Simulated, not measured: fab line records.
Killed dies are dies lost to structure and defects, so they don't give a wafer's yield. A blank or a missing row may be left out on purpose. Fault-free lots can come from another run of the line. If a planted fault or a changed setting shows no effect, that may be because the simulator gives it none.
Split-lot experiment    flow n5Finfet    route with 1938 steps; 7 lots, 39 wafers read

THE SPLIT
At N5_FIN_SAQP_SPACER1_ALD_24 (deposits SiO2, target thk 20.3 nm, pulse time 1 s, purge time 2 s), the setting aldCycles was moved away from the recipe's 218 on 15 of the 39 wafers read, by -58.7% to -28.4%. All remaining wafers had this setting at the recipe value.

FROM THE SPLIT TO THE READING: what the file shows between them, 2 steps
- N5_FIN_SAQP_SPACER1_ETCHBACK_25: etches SiO2 in CHF3/O2, target depth 24.4 nm, time 12.2 s
- N5_FIN_SAQP_MANDREL1_REMOVE_56: chemistry HBr/Cl2/O2, target a-Si, stops on SiNx, bt time 10 s

THE READING
cdNm (nm) at N5_FIN_SAQP_CD_MEAS_27, where the cd target is 20 nm. A value of 20.28 nm with a standard deviation of 0.23 nm is what fault-free wafers of this fab line usually give.

wafer   tool, chamber at the split  aldCycles as run  against the recipe  cdNm, nm  against lot-mates on the recipe
L078.1  aldSin-01, 3,0,1            218               recipe              19.96     -
L078.2  aldSin-01, 1,2              152               -30.3%              14.21     -6.00
L078.3  aldSin-01, 3,0,1            218               recipe              20.58     -
L078.4  aldSin-01, 2                152               -30.3%              14.02     -6.19
L078.5  aldSin-01, 3,0,1            218               recipe              20.10     -
L078.6  aldSin-01, 1,2              152               -30.3%              14.17     -6.04
L079.1  aldSin-04, 2,1,3,0,1        218               recipe              20.12     -
L079.2  aldSin-04, 2,1,3,0,1        218               recipe              20.64     -
L079.3  aldSin-04, 0                218               recipe              20.08     -
L079.4  aldSin-04, 2,1,3,0,1        218               recipe              20.13     -
L079.5  aldSin-04, 2,1,3,0,1        218               recipe              20.53     -
L079.6  aldSin-04, 2,1,3,0,1        218               recipe              20.20     -
L085.1  aldSin-04, 1,2              131               -39.9%              11.95     -8.37
L085.2  aldSin-04, 0                131               -39.9%              12.16     -8.16
L085.3  aldSin-04, 1,2              131               -39.9%              11.89     -8.43
L085.4  aldSin-04, 3                218               recipe              20.07     -
L085.5  aldSin-04, 0,3              218               recipe              20.61     -
L085.6  aldSin-04, 0,3              218               recipe              20.29     -
L087.1  aldSin-01, 1                156               -28.4%              14.44     -5.80
L087.2  aldSin-01, 3,0,0            218               recipe              20.23     -
L087.3  aldSin-01, 3,0,0            218               recipe              20.18     -
L087.4  aldSin-01, 3,1              156               -28.4%              14.57     -5.67
L087.5  aldSin-01, 3,0,0            218               recipe              20.30     -
L087.6  aldSin-01, 3,1              156               -28.4%              14.59     -5.65
L088.1  aldSin-04, 0,2,3            218               recipe              20.06     -
L088.2  aldSin-04, 3,1              90                -58.7%              8.44      -12.01
L088.3  aldSin-04, 0,2,3            218               recipe              20.58     -
L088.4  aldSin-04, 3,1              90                -58.7%              8.13      -12.32
L088.5  aldSin-04, 0                90                -58.7%              8.10      -12.35
L088.6  aldSin-04, 0,2,3            218               recipe              20.72     -
L095.2  aldSin-04, 0                218               recipe              19.86     -
L095.3  aldSin-04, 1,2              218               recipe              20.61     -
L095.4  aldSin-04, 1,2              218               recipe              20.23     -
L097.1  aldSin-04, 1,3,0            146               -33.0%              13.62     -6.59
L097.2  aldSin-04, 3,0,2            218               recipe              20.26     -
L097.3  aldSin-04, 3,0,2            218               recipe              20.26     -
L097.4  aldSin-04, 3,0,2            218               recipe              20.12     -
L097.5  aldSin-04, 1,3,0            146               -33.0%              13.50     -6.71
L097.6  aldSin-04, 1,3,0            146               -33.0%              13.62     -6.59
When a row names more than one chamber, that row covers several wafers, and the file does not tell which wafer ran in which chamber.

FIT RESULTS
A straight line over all 39 wafers: cdNm changes by +0.205 nm for each +1% of aldCycles; r = +1.00; the points scatter about the line by 0.2 nm.
The same after taking each lot's own level away (the mean of its wafers on the recipe; 39 wafers): +0.206 nm for each +1%; r = +1.00; scatter 0.21 nm.
Per that fit: largest aldCycles move, reading shift of 12 nm.
Measured against the standard deviation above, the lots' own levels, which go from 20.213 to 20.453 nm, span 1.0 times it.
Hence the lot-to-lot level has little effect on the slope; both slopes agree.
Check: -12.1 nm against its lot-mates is what the line predicts for one of the wafers moved furthest among these (-58.7%) when that wafer is left out of the fit. Against them it came out at -12 nm.

FURTHER SPLITS ON THESE WAFERS
Note: prior to the reading, these wafers also went through further splits. Each is held against what the fit with the lots' levels taken away leaves over:
other split on the same wafers  wafers away from the commonest value  r with cdNm (lot level and that fit taken away)
N5_FIN_SAQP_PECVD_06 timeS      15                                    -0.01

THE WHOLE CHAIN: every reading that the file lists as answering this split, in the file's order
step                            what it does                                                       reading                                                                                 change (the file's fit)                r (the file's)
N5_FIN_SAQP_SPACER1_ALD_24      deposits SiO2, target thk 20.3 nm, pulse time 1 s, purge time 2 s  SiO2_of_FIN_SAQP_SPACER1_ALD_24.thkNm (the simulator's own value, which no gauge read)  +0.202 nm for each +1% of the setting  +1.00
N5_FIN_SAQP_MANDREL1_REMOVE_56  chemistry HBr/Cl2/O2, target a-Si, stops on SiNx, bt time 10 s     FIN_SAQP.cdNm (the simulator's own value, which no gauge read)                          +0.201 nm for each +1% of the setting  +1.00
N5_FIN_SAQP_CD_MEAS_27          target cd 20 nm                                                    cdNm                                                                                    +0.206 nm for each +1% of the setting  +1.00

THE FILE'S OWN FIT
cdNm changes by +0.206 nm for each +1% of aldCycles, r = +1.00.
